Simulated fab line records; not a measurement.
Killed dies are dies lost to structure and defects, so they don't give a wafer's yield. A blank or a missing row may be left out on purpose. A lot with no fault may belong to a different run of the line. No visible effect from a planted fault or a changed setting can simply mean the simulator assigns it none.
Lot-split experiment -- flow n5Finfet -- route with 1938 steps; 7 lots, 21 wafers read

## THE SPLIT
At N5_BEOL_M6_EXPOSE_25 (exposes mask V5, target cd 40 nm), the setting doseMj was moved away from the recipe's 45 on 9 of the 21 wafers read, by -5.5% to +5.8%. For the rest of the wafers, this setting stayed at what the recipe calls for.

## FROM THE SPLIT TO THE READING: what the file shows between them, 3 steps
- N5_BEOL_M6_PEB_26: peb time 60 s
- N5_BEOL_M6_DEVELOP_27: develop time 30 s
- N5_BEOL_M6_DESCUM_33: chemistry O2, time 7 s

## THE READING
BEOL_M6.cdNm (the simulator's own value, which no gauge read), in nm, at N5_BEOL_M6_ETCH_72 (etches underlayer in N2/H2, target depth 6.5 nm, time 5.2 s). The file gives no usual value for it. Average 40.1 nm, standard deviation 0.21 nm, over the 12 wafers here run with the recipe.

wafer,"tool, chamber at the split",doseMj as run,against the recipe,"BEOL_M6.cdNm, nm",against lot-mates on the recipe
L077.2,"euvScanner-02, 0",45,recipe,40,-
L077.3,"euvScanner-02, 0",45,recipe,40,-
L077.5,"euvScanner-02, 0",45,recipe,40.2,-
L083.1,"euvScanner-01, 0",47.59,+5.8%,41.2,+1.2
L083.4,"euvScanner-01, 0",45,recipe,40,-
L083.5,"euvScanner-01, 0",47.59,+5.8%,41,+1.0
L085.1,"euvScanner-01, 0",45,recipe,39.8,-
L085.4,"euvScanner-01, 0",45,recipe,39.8,-
L085.2,"euvScanner-01, 0",45,recipe,40.2,-
L086.3,"euvScanner-02, 0",43.95,-2.3%,39.4,-0.8
L086.6,"euvScanner-02, 0",43.95,-2.3%,39.4,-0.8
L086.4,"euvScanner-02, 0",45,recipe,40.2,-
L089.1,"euvScanner-01, 0",45,recipe,40,-
L089.5,"euvScanner-01, 0",45,recipe,40,-
L089.6,"euvScanner-01, 0",42.53,-5.5%,38.6,-1.4
L095.1,"euvScanner-02, 0",42.92,-4.6%,39,-1.6
L095.2,"euvScanner-02, 0",42.92,-4.6%,38.8,-1.8
L095.6,"euvScanner-02, 0",45,recipe,40.6,-
L094.2,"euvScanner-02, 0",47.34,+5.2%,40.8,+0.8
L094.4,"euvScanner-02, 0",47.34,+5.2%,40.8,+0.8
L094.3,"euvScanner-02, 0",45,recipe,40,-

THE FIT
A straight line over all 21 wafers: BEOL_M6.cdNm changes by +0.204 nm for each +1% of doseMj; r = +0.95; the points scatter about the line by 0.22 nm.
The same after taking each lot's own level away (the mean of its wafers on the recipe; 21 wafers): +0.238 nm for each +1%; r = +0.96; scatter 0.24 nm.
On that fit, the largest move of doseMj shifts the reading by 1.4 nm.
The lots' own levels span 39.93 to 40.60 nm, that is 3.2 times the standard deviation above.
So the lot-to-lot level changes the slope: the two fits differ.
Check: for one of the wafers moved furthest among these (+5.8%), held out of the fit, the line's prediction against its lot-mates is +1.22 nm. Against them it came out at +1.2 nm.

## ADDITIONAL SPLITS CARRIED BY THESE WAFERS
These wafers also went through other splits before the reading. Each is held against what the fit with the lots' levels taken away leaves over:
other split on the same wafers,wafers away from the commonest value,r with BEOL_M6.cdNm (lot level and that fit taken away)
N5_BEOL_M4_EXPOSE_08 doseMj,8,-0.12

## THE WHOLE CHAIN: every reading that the file lists as answering this split, in the file's order
step,what it does,reading,change (the file's fit),r (the file's)
N5_BEOL_M6_DESCUM_33,"chemistry O2, time 7 s","BEOL_M6.cdNm (the simulator's own value, which no gauge read)",+0.231 nm for each +1% of the setting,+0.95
N5_BEOL_M6_ETCH_72,"etches underlayer in N2/H2, target depth 6.5 nm, time 5.2 s","BEOL_M6.cdNm (the simulator's own value, which no gauge read)",+0.238 nm for each +1% of the setting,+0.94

## FILE'S OWN FIT
BEOL_M6.cdNm changes by +0.238 nm for each +1% of doseMj, r = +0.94.
